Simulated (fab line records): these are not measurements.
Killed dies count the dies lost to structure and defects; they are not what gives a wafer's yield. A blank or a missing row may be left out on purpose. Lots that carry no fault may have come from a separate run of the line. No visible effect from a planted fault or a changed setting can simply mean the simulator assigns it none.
fab line records / flow nand-harc / part 2 of 2: steps 25 to 39 of 39
record: lots: 5 wafers: 15 last-day: 33
route steps=1302 shown A_STAIRCASE@787
lots that met no fault: taken from a fault-free run of the same line
start-h: start of the lot's first displayed wafer, in hours after the record's first day / wait-h: how many hours have passed since the lot's step before this one / " unchanged from the row above / L1.1+2: a row that stands for several wafers / - either no value or no given start / * or withheld: withheld / < > ~ a bound
route shown NAME@n: NAME is a module with steps in the file, n the number in the route of the first one / usual: mean/standard deviation taken from wafers without a fault / same: alike in all rows / chamber/n: place in a boat / sites: the reading at each site / _std_site: the standard deviation of these / _edge_site: inner sites' mean taken away from outer sites' mean / radius-mm: how far each site lies from the wafer's centre / mask NAME#n: copy n / behind: the last tool/chamber to shape the wafer / hold: reason for holding the lot/hours on hold/outcome of the hold / device: the n, p or np transistor that did not switch / end of line: tests of these same wafers at the route's end / where a step has no rows: the recipe by itself / killed: dies lost to structure and defects at the first sort, not the wafer's yield / map: shows each die of a wafer: x if killed, . if not, _ if none is there
set.NAME: the setting as run; set.NAME@STEP: as run at that earlier step / model.NAME: the simulator's own value behind a step, which no gauge read
lots seen at some steps along the route; tables by step, rows by wafer
services: a tool's chamber out of use, with start hour (start-h, from the record's first day; less than 0 if before it), hours out, and reason
== steps ==
step: NHARC_A_STAIRCASE_STRIP_295
recipe: o2-flow-sccm: 500 ar-flow-sccm: 0 bias-w: 0 chemistry: O2
usual: drypump-motor-current-A: 5.6/0.42 oes-product-au: 1.000/0.0083 rf-vpp-V: 57.6/0.93 showerhead-plenum-p-Torr: 3.47/0.15 throttle-valve-pct: 17.036/0.0091
lot.wafer=L086.1 tool=rie-diel-05 chamber=3 start-h=- wait-h=- drypump-motor-current-A=4.9 oes-product-au=0.996 rf-hours-counter-h=28 rf-vpp-V=57.1 showerhead-plenum-p-Torr=3.37 throttle-valve-pct=17.045
lot.wafer=L086.4 tool=rie-diel-05 chamber=0 start-h=- wait-h=- drypump-motor-current-A=6.1 oes-product-au=1.018 rf-hours-counter-h=29 rf-vpp-V=56.6 showerhead-plenum-p-Torr=3.51 throttle-valve-pct=17.047
lot.wafer=L086.2 tool=rie-diel-05 chamber=1 start-h=- wait-h=- drypump-motor-current-A=4.8 oes-product-au=1.000 rf-hours-counter-h=30 rf-vpp-V=58.2 showerhead-plenum-p-Torr=3.59 throttle-valve-pct=17.046
lot.wafer=L089.2 tool=rie-diel-02 chamber=1 start-h=- wait-h=- drypump-motor-current-A=5.7 oes-product-au=1.010 rf-hours-counter-h=42 rf-vpp-V=58.6 showerhead-plenum-p-Torr=3.78 throttle-valve-pct=17.047
lot.wafer=L089.4 tool=rie-diel-02 chamber=2 start-h=- wait-h=- drypump-motor-current-A=5.7 oes-product-au=1.015 rf-hours-counter-h=41 rf-vpp-V=57.6 showerhead-plenum-p-Torr=3.54 throttle-valve-pct=17.041
lot.wafer=L089.5 tool=rie-diel-02 chamber=3 start-h=- wait-h=- drypump-motor-current-A=5.6 oes-product-au=1.000 rf-hours-counter-h=- rf-vpp-V=56.0 showerhead-plenum-p-Torr=3.30 throttle-valve-pct=17.020
lot.wafer=L088.1 tool=rie-diel-02 chamber=2 start-h=- wait-h=- drypump-motor-current-A=5.7 oes-product-au=0.997 rf-hours-counter-h=41 rf-vpp-V=58.5 showerhead-plenum-p-Torr=3.54 throttle-valve-pct=17.035
lot.wafer=L088.2 tool=rie-diel-02 chamber=0 start-h=- wait-h=- drypump-motor-current-A=5.1 oes-product-au=1.003 rf-hours-counter-h=44 rf-vpp-V=56.8 showerhead-plenum-p-Torr=3.39 throttle-valve-pct=17.043
lot.wafer=L088.5 tool=rie-diel-02 chamber=1 start-h=- wait-h=- drypump-motor-current-A=5.7 oes-product-au=1.005 rf-hours-counter-h=- rf-vpp-V=57.6 showerhead-plenum-p-Torr=3.78 throttle-valve-pct=17.038
lot.wafer=L090.2 tool=rie-diel-02 chamber=0 start-h=- wait-h=- drypump-motor-current-A=5.1 oes-product-au=1.013 rf-hours-counter-h=57 rf-vpp-V=57.1 showerhead-plenum-p-Torr=3.38 throttle-valve-pct=17.040
lot.wafer=L090.1 tool=rie-diel-02 chamber=1 start-h=- wait-h=- drypump-motor-current-A=5.7 oes-product-au=1.011 rf-hours-counter-h=57 rf-vpp-V=58.1 showerhead-plenum-p-Torr=3.77 throttle-valve-pct=17.050
lot.wafer=L090.6 tool=rie-diel-02 chamber=0 start-h=- wait-h=- drypump-motor-current-A=5.1 oes-product-au=1.003 rf-hours-counter-h=- rf-vpp-V=56.2 showerhead-plenum-p-Torr=3.38 throttle-valve-pct=17.030
lot.wafer=L097.4 tool=rie-diel-02 chamber=0 start-h=- wait-h=- drypump-motor-current-A=5.1 oes-product-au=1.004 rf-hours-counter-h=10 rf-vpp-V=56.8 showerhead-plenum-p-Torr=3.37 throttle-valve-pct=17.043
lot.wafer=L097.3 tool=rie-diel-02 chamber=1 start-h=- wait-h=- drypump-motor-current-A=5.7 oes-product-au=0.989 rf-hours-counter-h=10 rf-vpp-V=57.1 showerhead-plenum-p-Torr=3.77 throttle-valve-pct=17.044
lot.wafer=L097.2 tool=rie-diel-02 chamber=2 start-h=- wait-h=- drypump-motor-current-A=5.7 oes-product-au=0.990 rf-hours-counter-h=11 rf-vpp-V=56.0 showerhead-plenum-p-Torr=3.53 throttle-valve-pct=17.029
step: NHARC_A_STAIRCASE_STRIP_296
recipe: time-s: 900 temp-c: 130 chemistry: SPM
same: time-s: 900
lot.wafer=L086.4+2+1 tool=wet-bench-01 chamber=1,2,5 start-h=506.67 wait-h=-
lot.wafer=L089.2+4+5 tool=wet-bench-09 chamber=5,7,0 start-h=520.03 wait-h=-
lot.wafer=L088.5+2+1 tool=wet-bench-04 chamber=5,6,7 start-h=523.57 wait-h=-
lot.wafer=L090.1+6+2 tool=wet-bench-04 chamber=1,2,6 start-h=555.07 wait-h=-
lot.wafer=L097.4+2+3 tool=wet-bench-09 chamber=7,2,3 start-h=610.10 wait-h=-
step: NHARC_A_STAIRCASE_PRECLEAN_297
recipe: time-s: * temp-c: 50 bath-age-min: 0 chemistry: SC1
usual: diw-flow-mL-min: 1415/4
same: bath-age-min: 0 time-s: *
lot.wafer=L086.4 tool=wet-bench-01 chamber=1 start-h=- wait-h=- diw-flow-mL-min=1411
lot.wafer=L086.2 tool=wet-bench-01 chamber=2 start-h=- wait-h=- diw-flow-mL-min=1416
lot.wafer=L086.1 tool=wet-bench-01 chamber=5 start-h=- wait-h=- diw-flow-mL-min=1418
lot.wafer=L089.2 tool=wet-bench-09 chamber=5 start-h=- wait-h=- diw-flow-mL-min=1422
lot.wafer=L089.4 tool=wet-bench-09 chamber=7 start-h=- wait-h=- diw-flow-mL-min=1410
lot.wafer=L089.5 tool=wet-bench-09 chamber=0 start-h=- wait-h=- diw-flow-mL-min=1411
lot.wafer=L088.5 tool=wet-bench-04 chamber=5 start-h=- wait-h=- diw-flow-mL-min=1410
lot.wafer=L088.2 tool=wet-bench-04 chamber=6 start-h=- wait-h=- diw-flow-mL-min=1414
lot.wafer=L088.1 tool=wet-bench-04 chamber=7 start-h=- wait-h=- diw-flow-mL-min=1410
lot.wafer=L090.1 tool=wet-bench-04 chamber=1 start-h=- wait-h=- diw-flow-mL-min=1413
lot.wafer=L090.6 tool=wet-bench-04 chamber=2 start-h=- wait-h=- diw-flow-mL-min=1416
lot.wafer=L090.2 tool=wet-bench-04 chamber=6 start-h=- wait-h=- diw-flow-mL-min=1418
lot.wafer=L097.4 tool=wet-bench-09 chamber=7 start-h=- wait-h=- diw-flow-mL-min=1416
lot.wafer=L097.2 tool=wet-bench-09 chamber=2 start-h=- wait-h=- diw-flow-mL-min=1413
lot.wafer=L097.3 tool=wet-bench-09 chamber=3 start-h=- wait-h=- diw-flow-mL-min=1414
step: NHARC_A_STAIRCASE_SRD_298
lot.wafer=L086.4+2+1 tool=wet-bench-01 chamber=1,2,5 start-h=- wait-h=-
lot.wafer=L089.2+4+5 tool=wet-bench-09 chamber=5,7,0 start-h=- wait-h=-
lot.wafer=L088.5+2+1 tool=wet-bench-04 chamber=5,6,7 start-h=- wait-h=-
lot.wafer=L090.1+6+2 tool=wet-bench-04 chamber=1,2,6 start-h=- wait-h=-
lot.wafer=L097.4+2+3 tool=wet-bench-09 chamber=7,2,3 start-h=- wait-h=-
step: NHARC_A_STAIRCASE_HM_DEP_462
recipe: target-thk-a: 8000 temp-c: 400 material: aC
usual: throttle-valve-pct: 34.999/0.01
lot.wafer=L086.1 tool=acl-dep-02 chamber=0 start-h=507.18 wait-h=0.1 throttle-valve-pct=34.997
lot.wafer=L086.2 tool=acl-dep-02 chamber=0 start-h=507.18 wait-h=0.1 throttle-valve-pct=35.008
lot.wafer=L086.4 tool=acl-dep-02 chamber=0 start-h=507.18 wait-h=0.1 throttle-valve-pct=34.994
lot.wafer=L089.2 tool=acl-dep-02 chamber=0 start-h=520.94 wait-h=0.4 throttle-valve-pct=34.997
lot.wafer=L089.4 tool=acl-dep-02 chamber=0 start-h=520.94 wait-h=0.4 throttle-valve-pct=35.006
lot.wafer=L089.5 tool=acl-dep-02 chamber=0 start-h=520.94 wait-h=0.4 throttle-valve-pct=35.001
lot.wafer=L088.1 tool=acl-dep-01 chamber=0 start-h=525.57 wait-h=1.6 throttle-valve-pct=35.010
lot.wafer=L088.2 tool=acl-dep-01 chamber=0 start-h=525.57 wait-h=1.6 throttle-valve-pct=34.992
lot.wafer=L088.5 tool=acl-dep-01 chamber=0 start-h=525.57 wait-h=1.6 throttle-valve-pct=34.994
lot.wafer=L090.1 tool=acl-dep-02 chamber=0 start-h=556.71 wait-h=1.2 throttle-valve-pct=34.980
lot.wafer=L090.2 tool=acl-dep-02 chamber=0 start-h=556.71 wait-h=1.2 throttle-valve-pct=35.001
lot.wafer=L090.6 tool=acl-dep-02 chamber=0 start-h=558.24 wait-h=2.7 throttle-valve-pct=34.994
lot.wafer=L097.2 tool=acl-dep-01 chamber=0 start-h=616.60 wait-h=6.0 throttle-valve-pct=34.995
lot.wafer=L097.3 tool=acl-dep-01 chamber=0 start-h=616.60 wait-h=6.0 throttle-valve-pct=34.994
lot.wafer=L097.4 tool=acl-dep-01 chamber=0 start-h=616.60 wait-h=6.0 throttle-valve-pct=34.994
step: NHARC_A_STAIRCASE_DEP_301
recipe: target-thk-a: 300 target-thk-nm: 30 temp-c: 400 pressure-torr: 3.5 flow-sccm: 200 rf-w: 350 material: SiON
usual: heater-power-w: 792/98 showerhead-vpp-V: 1124/45
lot.wafer=L086.1 tool=pecvd-03 chamber=0 start-h=509.05 wait-h=1.6 heater-power-w=827 showerhead-vpp-V=1100
lot.wafer=L086.2 tool=pecvd-03 chamber=1 start-h=509.05 wait-h=1.6 heater-power-w=787 showerhead-vpp-V=1182
lot.wafer=L086.4 tool=pecvd-03 chamber=1 start-h=509.05 wait-h=1.6 heater-power-w=779 showerhead-vpp-V=1202
lot.wafer=L089.2 tool=pecvd-01 chamber=1 start-h=522.53 wait-h=1.3 heater-power-w=854 showerhead-vpp-V=1082
lot.wafer=L089.5 tool=pecvd-01 chamber=2 start-h=522.53 wait-h=1.3 heater-power-w=597 showerhead-vpp-V=1095
lot.wafer=L089.4 tool=pecvd-01 chamber=1 start-h=522.53 wait-h=1.3 heater-power-w=841 showerhead-vpp-V=1095
lot.wafer=L088.1 tool=pecvd-03 chamber=2 start-h=527.44 wait-h=1.6 heater-power-w=727 showerhead-vpp-V=1178
lot.wafer=L088.2 tool=pecvd-03 chamber=1 start-h=527.44 wait-h=1.6 heater-power-w=783 showerhead-vpp-V=1207
lot.wafer=L088.5 tool=pecvd-03 chamber=1 start-h=527.44 wait-h=1.6 heater-power-w=797 showerhead-vpp-V=1174
lot.wafer=L090.2 tool=pecvd-04 chamber=2 start-h=558.60 wait-h=1.3 heater-power-w=804 showerhead-vpp-V=1127
lot.wafer=L090.1 tool=pecvd-04 chamber=0 start-h=558.60 wait-h=1.3 heater-power-w=992 showerhead-vpp-V=1183
lot.wafer=L090.6 tool=pecvd-04 chamber=1 start-h=558.60 wait-h=1.3 heater-power-w=744 showerhead-vpp-V=1099
lot.wafer=L097.3 tool=pecvd-04 chamber=2 start-h=618.18 wait-h=1.0 heater-power-w=826 showerhead-vpp-V=1118
lot.wafer=L097.2 tool=pecvd-04 chamber=0 start-h=618.18 wait-h=1.0 heater-power-w=981 showerhead-vpp-V=1191
lot.wafer=L097.4 tool=pecvd-04 chamber=1 start-h=618.18 wait-h=1.0 heater-power-w=798 showerhead-vpp-V=1097
step: NHARC_A_STAIRCASE_DEHYDRATE_302
recipe: temp-c: 150 time-s: 120
same: time-s: 120
lot.wafer=L086.1+2+4 tool=litho-track-02 chamber=0 start-h=509.32 wait-h=0.2
lot.wafer=L089.2+4+5 tool=litho-track-03 chamber=0 start-h=522.74 wait-h=0.2
lot.wafer=L088.1+2+5 tool=litho-track-03 chamber=0 start-h=527.71 wait-h=0.2
lot.wafer=L090.1+2+6 tool=litho-track-03 chamber=0 start-h=558.84 wait-h=0.2
lot.wafer=L097.2+3+4 tool=litho-track-07 chamber=0 start-h=618.46 wait-h=0.2
step: NHARC_A_STAIRCASE_HMDS_303
recipe: time-s: 30
same: time-s: 30
lot.wafer=L086.1+2+4 tool=litho-track-02 chamber=0 start-h=- wait-h=-
lot.wafer=L089.2+4+5 tool=litho-track-03 chamber=0 start-h=- wait-h=-
lot.wafer=L088.1+2+5 tool=litho-track-03 chamber=0 start-h=- wait-h=-
lot.wafer=L090.1+2+6 tool=litho-track-03 chamber=0 start-h=- wait-h=-
lot.wafer=L097.2+3+4 tool=litho-track-07 chamber=0 start-h=- wait-h=-
step: NHARC_A_STAIRCASE_COAT_304
recipe: spin-rpm: 1200
lot.wafer=L086.1+2+4 tool=litho-track-02 chamber=0 start-h=- wait-h=-
lot.wafer=L089.2+4+5 tool=litho-track-03 chamber=0 start-h=- wait-h=-
lot.wafer=L088.1+2+5 tool=litho-track-03 chamber=0 start-h=- wait-h=-
lot.wafer=L090.1+2+6 tool=litho-track-03 chamber=0 start-h=- wait-h=-
lot.wafer=L097.2+3+4 tool=litho-track-07 chamber=0 start-h=- wait-h=-
step: NHARC_A_STAIRCASE_SOFTBAKE_305
recipe: temp-c: 135 time-s: 170
same: time-s: 170
lot.wafer=L086.1+2+4 tool=litho-track-02 chamber=0 start-h=- wait-h=-
lot.wafer=L089.2+4+5 tool=litho-track-03 chamber=0 start-h=- wait-h=-
lot.wafer=L088.1+2+5 tool=litho-track-03 chamber=0 start-h=- wait-h=-
lot.wafer=L090.1+2+6 tool=litho-track-03 chamber=0 start-h=- wait-h=-
lot.wafer=L097.2+3+4 tool=litho-track-07 chamber=0 start-h=- wait-h=-
step: NHARC_A_STAIRCASE_EBR_306
lot.wafer=L086.1+2+4 tool=litho-track-02 chamber=0 start-h=- wait-h=-
lot.wafer=L089.2+4+5 tool=litho-track-03 chamber=0 start-h=- wait-h=-
lot.wafer=L088.1+2+5 tool=litho-track-03 chamber=0 start-h=- wait-h=-
lot.wafer=L090.1+2+6 tool=litho-track-03 chamber=0 start-h=- wait-h=-
lot.wafer=L097.2+3+4 tool=litho-track-07 chamber=0 start-h=- wait-h=-
step: NHARC_A_STAIRCASE_EXPOSE_307
recipe: na: 0.5 dose-mj: 45.72 mask-id: CHOP_50
lot.wafer=L086.1+2+4 tool=krf-scanner-04 chamber=0 start-h=509.65 wait-h=- mask=CHOP_50#0
lot.wafer=L089.2+4+5 tool=krf-scanner-04 chamber=0 start-h=522.95 wait-h=- mask=CHOP_50#0
lot.wafer=L088.1+2+5 tool=krf-scanner-02 chamber=0 start-h=528.04 wait-h=- mask=CHOP_50#0
lot.wafer=L090.1+2+6 tool=krf-scanner-03 chamber=0 start-h=559.17 wait-h=- mask=CHOP_50#0
lot.wafer=L097.2+3+4 tool=krf-scanner-02 chamber=0 start-h=618.67 wait-h=- mask=CHOP_50#0
step: NHARC_A_STAIRCASE_PEB_308
recipe: peb-temp-c: 115 peb-time-s: 130
lot.wafer=L086.1+2+4 tool=litho-track-02 chamber=0 start-h=509.72 wait-h=0.1
lot.wafer=L089.2+4+5 tool=litho-track-07 chamber=0 start-h=523.01 wait-h=0.1
lot.wafer=L088.1+2+5 tool=litho-track-02 chamber=0 start-h=528.11 wait-h=0.1
lot.wafer=L090.1+2+6 tool=litho-track-02 chamber=0 start-h=559.24 wait-h=0.1
lot.wafer=L097.2+3+4 tool=litho-track-03 chamber=0 start-h=618.73 wait-h=0.1
step: NHARC_A_STAIRCASE_DEVELOP_309
recipe: time-s: 140
same: time-s: 140
lot.wafer=L086.1+2+4 tool=litho-track-02 chamber=0 start-h=- wait-h=-
lot.wafer=L089.2+4+5 tool=litho-track-07 chamber=0 start-h=- wait-h=-
lot.wafer=L088.1+2+5 tool=litho-track-02 chamber=0 start-h=- wait-h=-
lot.wafer=L090.1+2+6 tool=litho-track-02 chamber=0 start-h=- wait-h=-
lot.wafer=L097.2+3+4 tool=litho-track-03 chamber=0 start-h=- wait-h=-
step: NHARC_A_STAIRCASE_HARDBAKE_311
recipe: temp-c: 120 time-s: 140
same: time-s: 140
lot.wafer=L086.1+2+4 tool=litho-track-03 chamber=0 start-h=509.93 wait-h=-
lot.wafer=L089.2+4+5 tool=litho-track-07 chamber=0 start-h=523.24 wait-h=-
lot.wafer=L088.1+2+5 tool=litho-track-03 chamber=0 start-h=528.32 wait-h=-
lot.wafer=L090.1+2+6 tool=litho-track-07 chamber=0 start-h=559.46 wait-h=-
lot.wafer=L097.2+3+4 tool=litho-track-07 chamber=0 start-h=618.95 wait-h=-
== services ==
tool=krf-scanner-02 chamber=- start-h=478.68 hours=0.6 kind=repair
tool=acl-dep-03 chamber=- start-h=480.11 hours=13.0 kind=pm
tool=rie-diel-02 chamber=2 start-h=485.22 hours=11.9 kind=repair
tool=wet-bench-09 chamber=- start-h=485.29 hours=0.8 kind=repair
tool=pecvd-01 chamber=- start-h=492.15 hours=13.0 kind=pm
tool=rie-diel-04 chamber=- start-h=518.10 hours=0.4 kind=repair
tool=wet-bench-01 chamber=- start-h=519.46 hours=8.0 kind=repair
tool=krf-scanner-04 chamber=- start-h=526.00 hours=4.0 kind=pm
tool=wet-bench-09 chamber=- start-h=528.80 hours=8.0 kind=pm
tool=rie-diel-04 chamber=- start-h=532.73 hours=9.0 kind=pm
tool=pecvd-03 chamber=- start-h=547.40 hours=13.0 kind=pm
tool=acl-dep-01 chamber=- start-h=550.02 hours=13.0 kind=pm
tool=rie-diel-04 chamber=0 start-h=556.36 hours=9.9 kind=repair
tool=krf-scanner-03 chamber=- start-h=568.00 hours=4.0 kind=pm
tool=rie-diel-02 chamber=- start-h=571.95 hours=9.0 kind=pm
tool=litho-track-02 chamber=- start-h=577.00 hours=7.0 kind=pm
tool=rie-diel-04 chamber=2 start-h=578.68 hours=6.6 kind=repair
tool=wet-bench-04 chamber=- start-h=579.27 hours=8.0 kind=pm
tool=rie-diel-05 chamber=- start-h=583.79 hours=9.0 kind=pm
tool=litho-track-07 chamber=- start-h=601.00 hours=7.0 kind=pm
tool=acl-dep-02 chamber=- start-h=607.06 hours=13.0 kind=pm
tool=krf-scanner-02 chamber=- start-h=610.00 hours=4.0 kind=pm
tool=rie-diel-05 chamber=0 start-h=610.12 hours=17.1 kind=repair
tool=rie-diel-02 chamber=2 start-h=614.89 hours=11.9 kind=repair
